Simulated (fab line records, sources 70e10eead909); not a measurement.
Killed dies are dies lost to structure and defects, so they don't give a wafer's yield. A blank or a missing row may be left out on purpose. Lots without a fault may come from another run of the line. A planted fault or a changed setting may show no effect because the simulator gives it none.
Chamber matching | flow nand_harc | NHARC_P_CONTACT_ETCH_35 on rie_diel-09: 4 sister chambers
The step etches the open film in CF4, target depth 39 nm, time 65 s. 8 wafers are shown with their chamber, then 12 later ones without.

WAFERS WITH THEIR CHAMBER
wafer  | chamber | showerhead_plenum_p_Torr (Torr) | drypump_motor_current_A (A)
L080.4 | 2       | 1.88                            | 5.7
L085.6 | 3       | 1.68                            | 5.5
L087.3 | 0       | 1.82                            | 5.4
L087.4 | 2       | 1.87                            | 5.8
L087.5 | 1       | 1.76                            | 5.6
L088.2 | 0       | 1.82                            | 5.4
L088.4 | 3       | 1.68                            | 5.6
L088.6 | 1       | 1.76                            | 5.6

WAFERS WITHOUT THEIR CHAMBER
wafer  | showerhead_plenum_p_Torr (Torr) | drypump_motor_current_A (A)
L089.1 | 1.76                            | 5.6
L089.2 | 1.68                            | 5.5
L089.4 | 1.87                            | 5.8
L093.1 | 1.68                            | 5.5
L093.2 | 1.76                            | 5.6
L093.3 | 1.87                            | 5.7
L097.3 | 1.82                            | 5.4
L097.4 | 1.87                            | 5.8
L097.6 | 1.82                            | 5.4
L096.2 | 1.76                            | 5.6
L096.5 | 1.76                            | 5.6
L096.6 | 1.82                            | 5.4

WHICH CHAMBER EACH WENT THROUGH
wafer  | from the rows above | in truth
L089.1 | 1                   | 1
L089.2 | 3                   | 3
L089.4 | 2                   | 2
L093.1 | 3                   | 3
L093.2 | 1                   | 1
L093.3 | 2                   | 2
L097.3 | 0                   | 0
L097.4 | 2                   | 2
L097.6 | 0                   | 0
L096.2 | 1                   | 1
L096.5 | 1                   | 1
L096.6 | 0                   | 0
Placed correctly: 12 of 12. Can't be placed from these rows: 0. Placed wrongly: 0.
How it was worked out, from the rows above alone: a wafer's distance from a chamber is the root of the sum, over the readings, of the square of ((its reading less the chamber's mean) divided by the reading's scatter). The wafer belongs to the nearest chamber; if the next one is less than 2 further off, it can't be placed. A chamber's mean is the mean of its shown wafers. The scatter: the root of (the sum of the squares of (reading less its chamber's mean) over the shown wafers, divided by (wafers less chambers)).
